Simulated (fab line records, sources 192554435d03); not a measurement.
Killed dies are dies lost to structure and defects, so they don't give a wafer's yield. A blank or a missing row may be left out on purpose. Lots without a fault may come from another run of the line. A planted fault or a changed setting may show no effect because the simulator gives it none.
A struck lot beside a sound one | flow n5_finfet | 15 steps out of a route of 1938
Sound: wafers L819.1, L819.2, L819.3. Struck: wafer L834.5. (L834.1, L834.6 of the same lot were not struck and are left out.) The cause comes at the end.
At each step with rows: each side's tool, then ch and its chambers, then its first start. Under that, the readings that differ: sound wafers | struck wafers | difference of the means | sigmas: that difference in standard deviations of wafers without a fault.
alike: readings whose means differ by less than 2 such deviations, and words and numbers that are the same on both sides. not compared: withheld readings, readings that some wafer has no value for, bounds like >300 that may hide the same value, and numbers for which the record gives no deviation and whose values overlap.
The two part at a step that has a row with sigmas, a row that says differs or no value, or rows on one side only. Numbers that don't overlap but have no deviation are shown without sigmas and don't part them. A reading that every wafer of one side lacks parts them only if that side has two wafers or more.

N5_MOL_CONTACT_COAG_ETCH_106: etches SOC in N2/H2, target depth 80 nm, overetch 16 nm, time 120 s.
  sound on rie_diel-01 ch 0,1,3, day 5 04:07; struck on rie_diel-05 ch 3, day 8 14:04
  reading                         | sound             | struck | difference | sigmas
  rf_fwd_power_W (W)              | 838.2 840.9 834.1 | 832.1  | -5.6       | -2
  rf_vpp_V (V)                    | 525.2 527.7 526.7 | 522.2  | -4.3       | -3
  showerhead_plenum_p_Torr (Torr) | 2.62 2.71 2.64    | 2.52   | -0.14      | -3
  throttle_valve_pct (%)          | 17.66 17.81 17.62 | 18.39  | +0.69      | +3
  alike: drypump_motor_current_A, oes_product_au
  not compared: rf_hours_counter_h
then, 4 steps without rows for these wafers: N5_MOL_CONTACT_COAG_STRIP_107 (strips in N2/H2); N5_MOL_CONTACT_COAG_STRIP_108 (strips in N2/H2); N5_MOL_CONTACT_COAG_CONTACT_ETCH_14 (etches SiO2 in C4F6/O2, target depth 27.5 nm, overetch 8.5 nm, time 20 s); N5_MOL_CONTACT_COAG_STRIP_109 (strips in C4F6/O2).
N5_MOL_CONTACT_COAG_ETCH_15: etches SiNx in CH3F/O2, stops on Si:P, target depth 7 nm.
  sound on rie_diel-01 ch 0,1,3, day 5 04:15; struck on rie_diel-05 ch 3, day 8 14:12
  reading                         | sound             | struck | difference | sigmas
  showerhead_plenum_p_Torr (Torr) | 2.07 2.10 2.10    | 1.98   | -0.11      | -3
  throttle_valve_pct (%)          | 16.32 16.14 16.25 | 16.75  | +0.51      | +2
  alike: drypump_motor_current_A, oes_product_au, rf_fwd_power_W, rf_vpp_V
  not compared: rf_hours_counter_h
N5_MOL_CONTACT_COAG_ETCH_110: etches Si in CF4/O2, target depth 2.5 nm, time 8 s.
  sound on rie_diel-01 ch 0,1,3, day 5 04:19; struck on rie_diel-05 ch 3, day 8 14:16
  reading                         | sound             | struck | difference | sigmas
  showerhead_plenum_p_Torr (Torr) | 2.31 2.33 2.32    | 2.19   | -0.13      | -3
  throttle_valve_pct (%)          | 10.89 10.53 10.65 | 11.20  | +0.51      | +2
  alike: drypump_motor_current_A, oes_product_au, rf_fwd_power_W, rf_vpp_V
  not compared: rf_hours_counter_h
N5_MOL_CONTACT_COAG_STRIP_98: strips in N2/H2.
  sound on rie_diel-01 ch 0,1,3, day 5 04:22; struck on rie_diel-05 ch 3, day 8 14:19
  reading                         | sound          | struck | difference | sigmas
  showerhead_plenum_p_Torr (Torr) | 3.46 3.57 3.48 | 3.33   | -0.17      | -3
  throttle_valve_pct (%)          | 18.5 19.0 18.8 | 19.7   | +0.9       | +3
  alike: drypump_motor_current_A, oes_product_au, power_w, rf_vpp_V
  not compared: rf_hours_counter_h
N5_MOL_CONTACT_COAG_CD_MEAS_99: target cd 17.2 nm.
  sound on cd_sem-03, day 5 04:26; struck on cd_sem-03, day 8 14:23
  reading    | sound          | struck | difference | sigmas
  cd_nm (nm) | 17.7 17.3 17.8 | 16.2   | -1.4       | -4
then, 3 steps without rows for these wafers: N5_MOL_CONTACT_COAG_IMPLANT_129; N5_MOL_CONTACT_COAG_PRECLEAN_111 (cleans in NF3:NH3, afs cycles 1, time 20 s, sublimation time 60 s); N5_MOL_CONTACT_COAG_TI_SIL_19 (material Ti, target thk 4.2 nm, time 15 s).
N5_MOL_CONTACT_COAG_ALD_20: deposits TiN, target thk 1.5 nm, pulse time 1 s, purge time 3 s.
  sound on ald_metal-03 ch 0,1,3, day 5 07:02; struck on ald_metal-04 ch 0, day 8 18:20
  reading                                          | sound       | struck | difference | sigmas
  ald_cycles                                       | 68 68 68    | 89     | +21        |
  model.TiN_of_MOL_CONTACT_COAG_ALD_20.thk_nm (nm) | 1.6 1.6 1.6 | 2      | +0         |
  alike: chamber_pressure_Torr, heater_power_w, precursor_pulse_height_rel
  not compared: since_wet_clean_h
N5_MOL_CONTACT_COAG_SIL_ANNEAL_21: time 60 s.
  sound on rtp_anneal-02 ch 0, day 5 07:24; struck on rtp_anneal-01 ch 0, day 8 18:48
  alike: lamp_power_pct, lamp_zone_1_pct, lamp_zone_3_pct, wafer_temp_C_max
-- the record jumps here: 3 days lie between the struck wafers' starts before and after (it left off in module MOL_CONTACT_COAG and takes up again in module BEOL_M4, whose first step shown is number 1111 of the route) --
N5_BEOL_M4_RC_MEAS_101:
  sound on prober-02 ch 0, day 8 08:07; struck on prober-02 ch 0, day 11 09:54
  reading       | sound          | struck | difference | sigmas
  SS_P (mV/dec) | 72.6 72.1 72.8 | 73.8   | +1.3       | +2
  alike: DIBL_N, DIBL_P, IOFF_N, IOFF_P, ION_N, ION_P, SS_N, VT_N, VT_P

WHERE THEY PART
First at N5_MOL_CONTACT_COAG_ETCH_106; last, within this record, at N5_BEOL_M4_RC_MEAS_101.

WHY: what the simulator had put in
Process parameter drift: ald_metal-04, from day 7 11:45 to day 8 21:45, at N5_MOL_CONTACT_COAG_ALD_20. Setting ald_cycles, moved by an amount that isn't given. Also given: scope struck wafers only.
